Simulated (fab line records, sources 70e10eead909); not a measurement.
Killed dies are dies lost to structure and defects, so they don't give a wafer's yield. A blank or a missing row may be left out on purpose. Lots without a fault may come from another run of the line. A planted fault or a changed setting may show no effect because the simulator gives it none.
Which tool did it? | flow nand_harc | 11 lots, 33 wafers sampled, at 5 steps of a route of 1159

WHAT THE GAUGES READ, wafer by wafer
NHARC_A_BLC_INSPECT_12.
lot  | measured     | on                | raw_defect_count
L260 | day 17 13:27 | defect_inspect-02 | 39 32 31
L261 | day 17 18:42 | defect_inspect-02 | 25 22 20
L263 | day 18 01:40 | defect_inspect-01 | 33 33 34
L262 | day 18 02:46 | defect_inspect-01 | 14 15 11
L264 | day 19 00:37 | defect_inspect-01 | 28 23 19
L267 | day 19 04:52 | defect_inspect-02 | 39 45 44
L269 | day 20 16:04 | defect_inspect-01 | 333 312 271
L280 | day 22 09:28 | defect_inspect-01 | 24 13 21
L281 | day 22 16:32 | defect_inspect-02 | 70 46 61
L283 | day 22 21:01 | defect_inspect-01 | 15 14 12
L282 | day 23 03:19 | defect_inspect-01 | 46 39 56

WHICH TOOL RAN EACH LOT (tool, then ch and the chambers of the sampled wafers, then the start)
lot  | NHARC_A_CONTACT_ETCH_88            | NHARC_A_CONTACT_ETCH_92            | NHARC_A_CONTACT_CVD_19                   | NHARC_A_CONTACT_CMP_20
L260 | rie_diel-07 ch 1,2, day 16 21:24   | rie_diel-09 ch 1,3, day 16 23:28   | cvd_w-01 ch 0, day 17 12:27 or earlier   | cmp-04 ch 0,2,3, day 17 12:27
L261 | rie_diel-10 ch 1,2,3, day 17 05:41 | rie_diel-09 ch 0,1,2, day 17 07:40 | cvd_w-01 ch 0,1, day 17 17:41 or earlier | cmp-01 ch 0,1, day 17 17:41
L263 | rie_diel-07 ch 0,1, day 17 13:35   | rie_diel-07 ch 1,3, day 17 15:35   | cvd_w-01 ch 0,1, day 18 00:38 or earlier | cmp-04 ch 0,1, day 18 00:38
L262 | rie_diel-09 ch 1,2,3, day 17 16:41 | rie_diel-07 ch 0,2,3, day 17 18:59 | cvd_w-02 ch 0,1, day 18 01:43 or earlier | cmp-01 ch 0,1,3, day 18 01:43
L264 | rie_diel-07 ch 0,2,3, day 18 15:40 | rie_diel-07 ch 1,2,3, day 18 17:41 | cvd_w-02 ch 0, day 18 23:42 or earlier   | cmp-03 ch 0,1,2, day 18 23:42
L267 | rie_diel-10 ch 0,1,3, day 18 23:37 | rie_diel-07 ch 0,2, day 19 01:38   | cvd_w-02 ch 1, day 19 03:59 or earlier   | cmp-01 ch 1,2,3, day 19 03:59
L269 | rie_diel-07 ch 0,1,2, day 20 10:49 | rie_diel-07 ch 1,2,3, day 20 12:52 | cvd_w-02 ch 0,1, day 20 15:11 or earlier | cmp-01 ch 0,2,3, day 20 15:11
L280 | rie_diel-09 ch 1,2,3, day 22 03:11 | rie_diel-07 ch 1,2,3, day 22 05:29 | cvd_w-02 ch 0,1, day 22 08:18 or earlier | cmp-04 ch 1,2,3, day 22 08:18
L281 | rie_diel-10 ch 0,1,2, day 22 07:58 | rie_diel-07 ch 0,2,3, day 22 10:02 | cvd_w-02 ch 0,1, day 22 15:37 or earlier | cmp-03 ch 0,1,3, day 22 15:37
L283 | rie_diel-07 ch 0,3, day 22 15:05   | rie_diel-07 ch 1,3, day 22 17:15   | cvd_w-01 ch 0, day 22 20:00 or earlier   | cmp-04 ch 0,2, day 22 20:00
L282 | rie_diel-10 ch 1,2,3, day 22 21:10 | rie_diel-10 ch 0,3, day 22 23:10   | cvd_w-02 ch 0,1, day 23 02:18 or earlier | cmp-03 ch 2,3, day 23 02:18
- NHARC_A_CONTACT_ETCH_88: etches the open film in CF4, target depth 39 nm, time 65 s.
- NHARC_A_CONTACT_ETCH_92: etches the open film in CH3F/O2, target depth 40 nm, time 85.7 s.
- NHARC_A_CONTACT_CVD_19: deposits W, target thk 300 nm, time 802 s.
- NHARC_A_CONTACT_CMP_20: polishes, t overpolish 30 s, target thk 300 nm.

THE ANSWER, worked out from the rows above alone
Rule: what is usual is taken from the lots themselves. Put in order of their means at a reading, lots are off if they are a third of the lots or fewer, leave a main group of 4 or more, and stand apart from it by a gap of 3 or more times the standard deviation of the main group's means; of several such gaps the widest counts. A main group whose means are all the same, to the digits that the tables above print for the reading, isn't used. A lot without any number at a reading at which 4 lots or more have one is off too. The other lots that the step has rows for count as sound.
Off: L269, at NHARC_A_BLC_INSPECT_12 (raw_defect_count). The main group: mean 31, standard deviation 14.
A tool fits if, at a process step before that reading, it ran every lot that is off, and no sound lot after the first of them. The gauges at NHARC_A_BLC_INSPECT_12 are tried like those tools. NHARC_A_CONTACT_CVD_19 gives no start for some lots, so the hours and the order of its lots are those of NHARC_A_CONTACT_CMP_20. One fits: cmp-01 at NHARC_A_CONTACT_CMP_20. Its last sound lot is L267 (day 19 03:59), its first lot that is off L269 (day 20 15:11): a fault that began between those two fits.

WHAT THE SIMULATOR HAD PUT IN
Chamber particle source: cmp-01, from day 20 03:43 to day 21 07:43, at NHARC_A_CONTACT_CMP_20. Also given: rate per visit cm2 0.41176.
Lots struck among those shown: L269. The rule above found the same.
